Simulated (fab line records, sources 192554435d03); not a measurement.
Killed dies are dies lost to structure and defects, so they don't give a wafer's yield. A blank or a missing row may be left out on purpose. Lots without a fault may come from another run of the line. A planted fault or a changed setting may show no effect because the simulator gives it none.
Problem report in the 8D (eight disciplines) form, filled by code | flow n5_finfet | the parts of the form that need people (team, actions taken, sign-off) are left out

1. THE PROBLEM
run_length_s at N5_BEOL_M11_ETCH_66 reads a mean of 165.0 s on 2 wafers of 1 lot; wafers without a fault read 203.5 s with a standard deviation of 0.3. That is -99 or more standard deviations from the usual mean.
The step: etches SOC in N2/H2, target depth 120 nm, overetch 24 nm, time 180 s.
First seen on wafer L311.4, day 13 03:23, on rie_diel-06. The record holds 30 wafers of 10 lots with a number at this step. Rule for "out", or "out of limits": more than 4 standard deviations from the usual mean. The other wafers with a number count as sound.

2. WHAT IT IS AND WHAT IT IS NOT
question                    | is                | is not
which readings at this step | run_length_s      | drypump_motor_current_A, n2_flow_sccm, rf_vpp_V, showerhead_plenum_p_Torr, throttle_valve_pct
which lots                  | L311              | L302, L303, L304, L306, L307, L313, L320, L322, L323
which wafers of those lots  | L311.4, L311.5    | L311.3
read on which tools         | rie_diel-06       | rie_diel-02, rie_diel-05
when                        | from day 13 03:23 | up to then (16 sound wafers); but 12 sound wafers of L313, L320, L322, L323 came after

3. SUSPECTS, AND WHAT RULES EACH OUT
Counting: a tool at a process step up to the reading stays a suspect if it ran every lot that is out. Sound lots after the first of them don't rule it out here, since some wafers of a struck lot are sound.
- rie_diel-02 at N5_BEOL_M11_STRIP_19 (strips in O2): kept. It ran the lot that is out, L311 (day 13 00:53); its last sound lot up to then is L307 (day 11 16:31).
- rie_diel-06 at N5_BEOL_M11_ETCH_66 (etches SOC in N2/H2, target depth 120 nm, overetch 24 nm, time 180 s): kept. It ran the lot that is out, L311 (day 13 03:23); its last sound lot up to then is L307 (day 11 18:11). Its own readings are out on those wafers: run_length_s.
- Within rie_diel-02 at N5_BEOL_M11_STRIP_19: the wafers that are out ran in chamber 3; their sound lot-mates ran in chamber 0.
- Within rie_diel-06 at N5_BEOL_M11_ETCH_66: the wafers that are out ran in chambers 0, 1; their sound lot-mates ran in chamber 3.
Left after counting: rie_diel-02 at N5_BEOL_M11_STRIP_19, rie_diel-06 at N5_BEOL_M11_ETCH_66.

4. THE CAUSE (what the simulator had put in)
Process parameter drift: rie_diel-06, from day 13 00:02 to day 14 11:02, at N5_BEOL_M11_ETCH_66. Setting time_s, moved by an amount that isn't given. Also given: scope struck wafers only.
Counting left 2 suspects, and this tool is among them.

5. THE CHAIN OF EFFECTS, in route order
Each row: a reading whose mean over the struck wafers that have a number lies more than 3 standard deviations from the usual. Only readings for which the record gives a usual standard deviation are gone through. hours: the time from each lot's start at the first step in this table that gives one to its start at this step, as a median over the lots. sigmas: the change in usual standard deviations.
hours | step                | reading      | usual   | on struck wafers | change | sigmas
0     | N5_BEOL_M11_ETCH_66 | run_length_s | 203.5 s | 165.0            | -38.5  | -99 or more
The process steps in it:
- N5_BEOL_M11_ETCH_66: etches SOC in N2/H2, target depth 120 nm, overetch 24 nm, time 180 s.
Readings that are blank on the struck wafers while sound wafers have them: rf_fwd_power_W at N5_BEOL_M11_ETCH_66.

6. WHAT WOULD HAVE CAUGHT IT SOONER
In this record the first reading out of limits was taken at day 13 03:23, 3 hours after the fault began at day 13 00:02.
